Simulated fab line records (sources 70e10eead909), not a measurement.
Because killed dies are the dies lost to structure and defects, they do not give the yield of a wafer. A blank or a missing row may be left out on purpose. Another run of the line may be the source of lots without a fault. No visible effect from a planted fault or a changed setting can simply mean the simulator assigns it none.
fab line records    flow nand_harc
record lots=13  wafers=39  last_day=24
route steps=1159 shown P_ZERO_WELL@26 P_GATE@151 P_CONTACT@233 END@1159
lots untouched by any fault: they come from a run of this same line in which no faults occurred
start_h: hours from the record's first day to the start of the lot's first wafer shown    wait_h: time in hours since the lot's previous step    " repeats the value in the row above    L1.1+2: a single row standing in for several wafers    - no value present, or no start provided    * or withheld: withheld    < > ~ a bound
route shown NAME@n: names a module that has steps shown in the file, with the first one's number in the route    usual: mean/standard deviation taken from wafers without a fault    same: alike in all rows    chamber/n: place in a boat    sites: each site's reading    _std_site: standard deviation across them    _edge_site: inner sites' mean taken away from outer sites' mean    radius_mm: how far each site lies from the wafer's centre    mask NAME#n: copy n    behind: the last tool/chamber to shape the wafer    hold: the reason the lot was held/the length of the hold in hours/how it ended    device: names the non-switching transistor (n, p or np)    end of line: the route-end tests of the same wafers    a step without rows: its recipe alone    killed: at the first sort, the dies lost to defects and structure; wafer yield is something else    map: per-die view of a wafer (x killed, . not killed, _ where there is no die)
set.NAME: setting as actually run; set.NAME@STEP: the setting as run at that earlier step    model.NAME: the simulator's own value behind a step, which no gauge read
one table for each step of the route and one row for each wafer, over a sample of lots
services: when a tool's chamber went out of use (start_h, in hours from the record's first day, below 0 if earlier), for how many hours, and the reason
## steps
# step NHARC_P_ZERO_WELL_EXPOSE_21
# recipe na=0.6  target_cd_nm=720  dose_mj=22.31  mask_id=P_NWELL
# usual exposure_dose_mJ_cm2=22.313/0.022  focus_offset_nm=0.0/0.53  stage_vel_mm_s=499.94/0.23
lot.wafer  tool            chamber  start_h  wait_h  mask       exposure_dose_mJ_cm2  focus_offset_nm  stage_vel_mm_s
L444.1     krf_scanner-02  0        14.53    -       P_NWELL#0  22.299                -1.0             499.78
L444.4     "               0        "        "       P_NWELL#0  22.320                0.3              499.62
L444.6     "               0        "        "       P_NWELL#0  22.299                -0.8             499.65
L445.1     krf_scanner-03  0        20.45    -       P_NWELL#0  22.343                0.0              500.05
L445.2     "               0        "        "       P_NWELL#0  22.292                -0.8             500.60
L445.5     "               0        "        "       P_NWELL#0  22.319                -0.4             500.04
L446.1     krf_scanner-03  0        26.18    -       P_NWELL#0  22.301                0.7              499.98
L446.4     "               0        "        "       P_NWELL#0  22.315                -0.5             499.93
L446.6     "               0        "        "       P_NWELL#0  22.310                0.0              499.84
L448.1     krf_scanner-03  0        38.43    -       P_NWELL#0  22.316                0.5              499.83
L448.2     "               0        "        "       P_NWELL#0  22.306                0.1              499.93
L448.3     "               0        "        "       P_NWELL#0  22.334                -0.7             499.86
L450.3     krf_scanner-02  0        50.33    -       P_NWELL#0  22.297                0.1              499.72
L450.4     "               0        "        "       P_NWELL#0  22.330                -0.3             499.75
L450.5     "               0        "        "       P_NWELL#0  22.334                0.0              499.53
L451.1     krf_scanner-02  0        56.42    -       P_NWELL#0  22.325                -1.2             500.19
L451.2     "               0        "        "       P_NWELL#0  22.319                -0.1             500.01
L451.6     "               0        "        "       P_NWELL#0  22.332                -0.2             499.94
L455.1     krf_scanner-02  0        80.63    -       P_NWELL#0  22.353                0.4              500.18
L455.3     "               0        "        "       P_NWELL#0  22.313                0.3              500.26
L455.5     "               0        "        "       P_NWELL#0  22.311                -0.4             500.12
L457.1     krf_scanner-02  -        92.42    -       P_NWELL#0  -                     -                -
L457.2     "               -        "        "       P_NWELL#0  -                     -                -
L457.4     "               -        "        "       P_NWELL#0  -                     -                -
L458.1     krf_scanner-03  -        98.43    -       P_NWELL#0  -                     -                -
L458.3     "               -        "        "       P_NWELL#0  -                     -                -
L458.4     "               -        "        "       P_NWELL#0  -                     -                -
L459.3     krf_scanner-03  -        104.38   -       P_NWELL#0  -                     -                -
L459.4     "               -        "        "       P_NWELL#0  -                     -                -
L459.5     "               -        "        "       P_NWELL#0  -                     -                -
L464.3     krf_scanner-02  0        134.55   -       P_NWELL#0  22.274                0.1              499.96
L464.4     "               0        "        "       P_NWELL#0  22.295                0.8              500.27
L464.6     "               0        "        "       P_NWELL#0  22.276                -0.4             499.74
L466.1     krf_scanner-02  0        146.44   -       P_NWELL#0  22.270                -0.4             499.97
L466.3     "               0        "        "       P_NWELL#0  22.326                -0.6             500.15
L466.4     "               0        "        "       P_NWELL#0  22.321                0.5              499.58
L467.1     krf_scanner-03  0        152.31   -       P_NWELL#0  22.306                -0.8             500.17
L467.4     "               0        "        "       P_NWELL#0  22.253                -1.2             499.77
L467.5     "               0        "        "       P_NWELL#0  22.291                -0.3             500.31
# step NHARC_P_ZERO_WELL_CD_MEAS_24
# recipe target_cd_nm=720  landing_energy_ev=500
# usual cd_nm=719.4/1.5
lot.wafer  tool       chamber  start_h  wait_h  cd_nm
L444.1     cd_sem-01  0        14.69    -       719.3
L444.4     "          0        "        "       718.1
L444.6     "          0        "        "       719.2
L445.1     cd_sem-01  0        20.60    -       721.0
L445.2     "          0        "        "       720.7
L445.5     "          0        "        "       722.1
L446.1     cd_sem-01  0        26.34    -       721.2
L446.4     "          0        "        "       720.7
L446.6     "          0        "        "       721.9
L448.1     cd_sem-03  0        38.58    -       720.4
L448.2     "          0        "        "       719.0
L448.3     "          0        "        "       719.0
L450.3     cd_sem-01  0        50.48    -       719.0
L450.4     "          0        "        "       720.1
L450.5     "          0        "        "       718.3
L451.1     cd_sem-01  0        56.57    -       719.0
L451.2     "          0        "        "       717.9
L451.6     "          0        "        "       717.9
L455.1     cd_sem-03  0        80.79    -       720.0
L455.3     "          0        "        "       720.0
L455.5     "          0        "        "       718.3
L457.1     cd_sem-02  0        92.57    -       -
L457.2     "          0        "        "       -
L457.4     "          0        "        "       -
L458.1     cd_sem-02  0        98.59    -       -
L458.3     "          0        "        "       -
L458.4     "          0        "        "       -
L459.3     cd_sem-02  0        104.53   -       -
L459.4     "          0        "        "       -
L459.5     "          0        "        "       -
L464.3     cd_sem-03  0        134.70   -       720.6
L464.4     "          0        "        "       720.3
L464.6     "          0        "        "       718.7
L466.1     cd_sem-03  0        146.60   -       719.4
L466.3     "          0        "        "       715.7
L466.4     "          0        "        "       718.1
L467.1     cd_sem-03  0        152.46   -       720.1
L467.4     "          0        "        "       717.7
L467.5     "          0        "        "       719.5
# step NHARC_P_ZERO_WELL_INSPECT_43
# usual raw_defect_count=11/5
lot.wafer  tool               chamber  start_h  wait_h  raw_defect_count
L444.1     defect_inspect-01  -        19.68    0.6     15
L444.4     "                  -        "        "       11
L444.6     "                  -        "        "       13
L445.1     defect_inspect-01  -        25.77    0.6     8
L445.2     "                  -        "        "       10
L445.5     "                  -        "        "       5
L446.1     defect_inspect-02  -        31.33    0.6     7
L446.4     "                  -        "        "       11
L446.6     "                  -        "        "       15
L448.1     defect_inspect-01  -        43.72    0.6     9
L448.2     "                  -        "        "       11
L448.3     "                  -        "        "       5
L450.3     defect_inspect-01  -        55.76    0.4     17
L450.4     "                  -        "        "       8
L450.5     "                  -        "        "       9
L451.1     defect_inspect-02  -        61.63    0.6     18
L451.2     "                  -        "        "       11
L451.6     "                  -        "        "       20
L455.1     defect_inspect-02  -        85.89    0.6     6
L455.3     "                  -        "        "       7
L455.5     "                  -        "        "       10
L457.1     defect_inspect-01  -        97.55    0.6     1088
L457.2     "                  -        "        "       1071
L457.4     "                  -        "        "       1104
L458.1     defect_inspect-02  -        103.79   0.6     1102
L458.3     "                  -        "        "       1050
L458.4     "                  -        "        "       1102
L459.3     defect_inspect-01  -        109.77   0.4     1102
L459.4     "                  -        "        "       1106
L459.5     "                  -        "        "       1113
L464.3     defect_inspect-02  -        139.77   0.4     12
L464.4     "                  -        "        "       6
L464.6     "                  -        "        "       7
L466.1     defect_inspect-01  -        151.60   0.6     16
L466.3     "                  -        "        "       22
L466.4     "                  -        "        "       24
L467.1     defect_inspect-01  -        157.46   0.6     8
L467.4     "                  -        "        "       13
L467.5     "                  -        "        "       10
# step NHARC_P_GATE_CD_MEAS_33
# usual cd_nm=120.2/1.8
lot.wafer  tool       chamber  start_h  wait_h  cd_nm
L444.1     cd_sem-01  -        87.49    -       121.9
L444.4     "          -        "        "       124.1
L444.6     "          -        "        "       121.9
L445.1     cd_sem-03  -        87.51    -       120.5
L445.2     "          -        "        "       116.6
L445.5     "          -        "        "       119.9
L446.1     cd_sem-02  -        106.71   -       119.1
L446.4     "          -        "        "       119.8
L446.6     "          -        "        "       117.9
L448.1     cd_sem-01  -        111.40   -       121.0
L448.2     "          -        "        "       121.0
L448.3     "          -        "        "       119.3
L450.3     cd_sem-03  -        129.91   -       121.6
L450.4     "          -        "        "       120.8
L450.5     "          -        "        "       121.2
L451.1     cd_sem-01  -        133.79   -       119.1
L451.2     "          -        "        "       122.5
L451.6     "          -        "        "       119.3
L455.1     cd_sem-02  -        169.34   -       121.5
L455.3     "          -        "        "       122.7
L455.5     "          -        "        "       118.0
L464.3     cd_sem-03  -        210.85   -       118.9
L464.4     "          -        "        "       120.1
L464.6     "          -        "        "       118.9
L466.1     cd_sem-01  -        222.58   -       119.7
L466.3     "          -        "        "       121.3
L466.4     "          -        "        "       123.6
L467.1     cd_sem-03  -        229.73   -       120.0
L467.4     "          -        "        "       121.0
L467.5     "          -        "        "       117.6
# step NHARC_P_CONTACT_OVL_MEAS_13
# usual overlay_x_nm=-0.1/0.91  overlay_y_nm=0.2/0.66
lot.wafer  tool        chamber  start_h  wait_h  overlay_x_nm  overlay_y_nm
L444.1     overlay-01  -        106.55   -       0.7           0.5
L444.4     "           -        "        "       1.4           0.1
L444.6     "           -        "        "       1.2           0.0
L445.1     overlay-02  -        108.32   -       -0.4          1.0
L445.2     "           -        "        "       -0.5          0.2
L445.5     "           -        "        "       -0.3          0.2
L446.1     overlay-01  -        126.10   -       -1.5          0.2
L446.4     "           -        "        "       -1.9          0.8
L446.6     "           -        "        "       -2.2          1.0
L448.1     overlay-01  -        132.63   -       -1.2          -0.3
L448.2     "           -        "        "       -1.4          -0.4
L448.3     "           -        "        "       -1.0          -1.3
L450.3     overlay-01  -        149.87   -       0.3           0.0
L450.4     "           -        "        "       0.5           0.1
L450.5     "           -        "        "       0.5           0.3
L451.1     overlay-02  -        153.12   -       -0.9          -0.9
L451.2     "           -        "        "       -1.3          -1.1
L451.6     "           -        "        "       -1.6          -1.0
L455.1     overlay-01  -        189.55   -       0.1           -0.8
L455.3     "           -        "        "       -0.9          0.6
L455.5     "           -        "        "       -0.4          0.6
L464.3     overlay-02  -        229.99   -       0.0           0.7
L464.4     "           -        "        "       0.9           0.9
L464.6     "           -        "        "       -0.4          1.1
L466.1     overlay-01  -        242.04   -       -0.7          1.3
L466.3     "           -        "        "       -1.5          0.9
L466.4     "           -        "        "       -1.5          1.0
L467.1     overlay-01  -        249.52   -       1.2           0.4
L467.4     "           -        "        "       0.6           0.8
L467.5     "           -        "        "       0.8           1.3
# step NHARC_P_CONTACT_CD_MEAS_19
# usual cd_nm=89.7/0.9
lot.wafer  tool       chamber  start_h  wait_h  cd_nm
L445.1     cd_sem-03  -        109.29   -       89.8
L445.2     "          -        "        "       89.6
L445.5     "          -        "        "       90.7
L444.1     cd_sem-01  -        111.77   -       89.8
L444.4     "          -        "        "       87.7
L444.6     "          -        "        "       87.7
L446.1     cd_sem-02  -        127.07   -       91.1
L446.4     "          -        "        "       90.5
L446.6     "          -        "        "       90.9
L448.1     cd_sem-03  -        133.88   -       88.8
L448.2     "          -        "        "       87.7
L448.3     "          -        "        "       88.4
L450.3     cd_sem-02  -        150.84   -       89.0
L450.4     "          -        "        "       89.1
L450.5     "          -        "        "       88.6
L451.1     cd_sem-02  -        154.08   -       89.1
L451.2     "          -        "        "       90.0
L451.6     "          -        "        "       88.2
L455.1     cd_sem-03  -        190.59   -       90.5
L455.3     "          -        "        "       90.2
L455.5     "          -        "        "       90.3
L464.3     cd_sem-03  -        230.96   -       88.1
L464.4     "          -        "        "       89.7
L464.6     "          -        "        "       90.7
L466.1     cd_sem-02  -        243.02   -       89.8
L466.3     "          -        "        "       89.8
L466.4     "          -        "        "       89.9
L467.1     cd_sem-02  -        250.49   -       89.1
L467.4     "          -        "        "       90.0
L467.5     "          -        "        "       88.7
# step NHARC_END_SORT_01
# recipe temp_c=25
# usual killed_at_array=26/9.6  killed_at_other=0.7/0.92  killed_at_periphery=3.8/2.7  killed_dies=31/10  killed_open=3.3/1.7  killed_short=1.8/1.3
# same gross_dies=677
lot.wafer  tool       chamber  start_h  wait_h  killed_at_array  killed_at_other  killed_at_periphery  killed_dies  killed_open  killed_short
L457.1     prober-01  0        505.73   2.5     13               0                664                  677          0            1
L457.2     prober-01  0        506.53   2.8     16               0                661                  677          6            1
L457.4     prober-01  0        508.12   3.4     17               0                660                  677          4            3
L458.1     prober-02  0        522.05   2.5     18               0                659                  677          5            0
L458.3     prober-02  0        523.67   3.1     24               0                653                  677          4            0
L458.4     prober-02  0        524.49   3.5     25               1                651                  677          8            1
L459.3     prober-01  0        536.09   3.1     39               2                636                  677          3            3
L459.4     prober-01  0        536.89   3.4     39               4                634                  677          2            1
L459.5     prober-01  0        537.68   3.7     38               2                637                  677          3            3
# killed by level:class
L457.1 P_ZERO_WELL:area_expose=663 A_CONTACT:chamber_film_flake=6 A_ZERO_WELL:chamber_film_flake=2 A_CHANNEL_HOLE_D1:chamber_film_flake=2 A_STAIRCASE:chamber_film_flake=2 A_SOURCE_PLATE:geometric_particle:short=1 P_GATE:chamber_film_flake=1
L457.2 P_ZERO_WELL:area_expose=658 A_CONTACT:chamber_film_flake=4 P_M0:chamber_film_flake=3 A_CHANNEL_HOLE_D1:chamber_film_flake=3 A_CHANNEL_FILL_D1:geometric_particle:open=2 A_CHANNEL_FILL_D1:geometric_particle:short=1 A_SGD_CUT:geometric_particle:open=1 A_WL_FILL:geometric_particle:open=1
L457.4 P_ZERO_WELL:area_expose=658 A_CONTACT:chamber_film_flake=7 P_M0:geometric_particle:open=1 A_CHANNEL_FILL_D1:geometric_particle:open=1 A_CHANNEL_FILL_D1:geometric_particle:short=1 A_SGD_CUT:geometric_particle:open=1 A_SGD_CUT:geometric_particle:short=1 A_WL_FILL:geometric_particle:short=1
L458.1 P_ZERO_WELL:area_expose=658 A_CHANNEL_HOLE_D1:chamber_film_flake=6 A_CONTACT:geometric_particle:open=4 A_CONTACT:chamber_film_flake=3 A_STAIRCASE:chamber_film_flake=2 A_CHANNEL_FILL_D1:geometric_particle:open=1 P_ZERO_WELL:chamber_film_flake=1 A_SLIT:chamber_film_flake=1
L458.3 P_ZERO_WELL:area_expose=652 A_CHANNEL_HOLE_D1:chamber_film_flake=5 A_CONTACT:chamber_film_flake=5 A_CHANNEL_FILL_D1:chamber_film_flake=4 A_CONTACT:geometric_particle:open=2 A_M0:geometric_particle:open=2 A_ZERO_WELL:chamber_film_flake=2 A_SLIT:chamber_film_flake=2
L458.4 P_ZERO_WELL:area_expose=647 A_CHANNEL_HOLE_D1:chamber_film_flake=9 A_STAIRCASE:chamber_film_flake=3 A_WL_FILL:chamber_film_flake=3 P_CONTACT:geometric_particle:open=2 A_CHANNEL_FILL_D1:chamber_film_flake=2 A_CONTACT:chamber_film_flake=2 P_GATE:geometric_particle:open=1
L459.3 P_ZERO_WELL:area_expose=631 A_CHANNEL_HOLE_D1:chamber_film_flake=18 A_SLIT:chamber_film_flake=8 A_STAIRCASE:chamber_film_flake=6 P_CONTACT:geometric_particle:short=2 A_ZERO_WELL:chamber_film_flake=2 A_CONTACT:chamber_film_flake=2 THIN_TSV:chamber_film_flake=2
L459.4 P_ZERO_WELL:area_expose=629 A_CHANNEL_HOLE_D1:chamber_film_flake=15 A_SLIT:chamber_film_flake=10 A_STAIRCASE:chamber_film_flake=7 THIN_TSV:chamber_film_flake=4 A_CONTACT:chamber_film_flake=3 P_STI:chamber_film_flake=2 P_CONTACT:geometric_particle:short=1
L459.5 P_ZERO_WELL:area_expose=634 A_CHANNEL_HOLE_D1:chamber_film_flake=15 A_SLIT:chamber_film_flake=10 A_STAIRCASE:chamber_film_flake=5 THIN_TSV:chamber_film_flake=2 P_CONTACT:geometric_particle:short=1 A_CHANNEL_FILL_D1:geometric_particle:short=1 A_CONTACT:geometric_particle:open=1
## services
tool            chamber  start_h  hours  kind
krf_scanner-03  -        -4.00    4.0    pm
krf_scanner-03  0        22.15    -      calibration
krf_scanner-02  -        38.00    4.0    pm
krf_scanner-02  -        73.58    3.3    repair
krf_scanner-03  -        106.24   1.0    repair
krf_scanner-02  0        138.10   -      calibration
## key
first_sign step=NHARC_P_ZERO_WELL_EXPOSE_21  reading=tool_record  direction=missing
effect step=NHARC_P_ZERO_WELL_CD_MEAS_24  reading=cd_nm  direction=missing
effect step=NHARC_P_ZERO_WELL_INSPECT_43  reading=raw_defect_count  direction=up  sigmas=99+  usual=11  struck=1093
effect step=NHARC_END_SORT_01  reading=killed_at_periphery  direction=up  sigmas=99+  usual=3.8  struck=650.6
more_kills_born_at NHARC_P_ZERO_WELL_EXPOSE_21@krf_scanner-03=3851  NHARC_P_ZERO_WELL_EXPOSE_21@krf_scanner-02=1979
met_at NHARC_P_ZERO_WELL_EXPOSE_21
struck_lots L457,L458,L459
later_rows_left_out L457.1,L457.2,L457.4,L458.1,L458.3,L458.4,L459.3,L459.4,L459.5
tester_left_out L457,L458,L459
not_acting_at NHARC_P_GATE_CD_MEAS_33,NHARC_P_CONTACT_OVL_MEAS_13,NHARC_P_CONTACT_CD_MEAS_19
onset_between 80.63 92.42
fault kind=skipped_step_whole  tool=krf_scanner-02,krf_scanner-03  chamber=-  onset_h=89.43  steps=NHARC_P_ZERO_WELL_EXPOSE_21  scope=struck_lots_only
# tester_left_out: of these lots the tester's yield and bins aren't shown, on N5 and GAA mostly nor the transistor test; their killed dies are dies lost to structure and defects alone, not to doping, threshold or leakage, so they don't give the yield
# later_rows_left_out: the simulator's readings of these wafers behind a module that went badly wrong aren't trusted and aren't shown, but for the sort
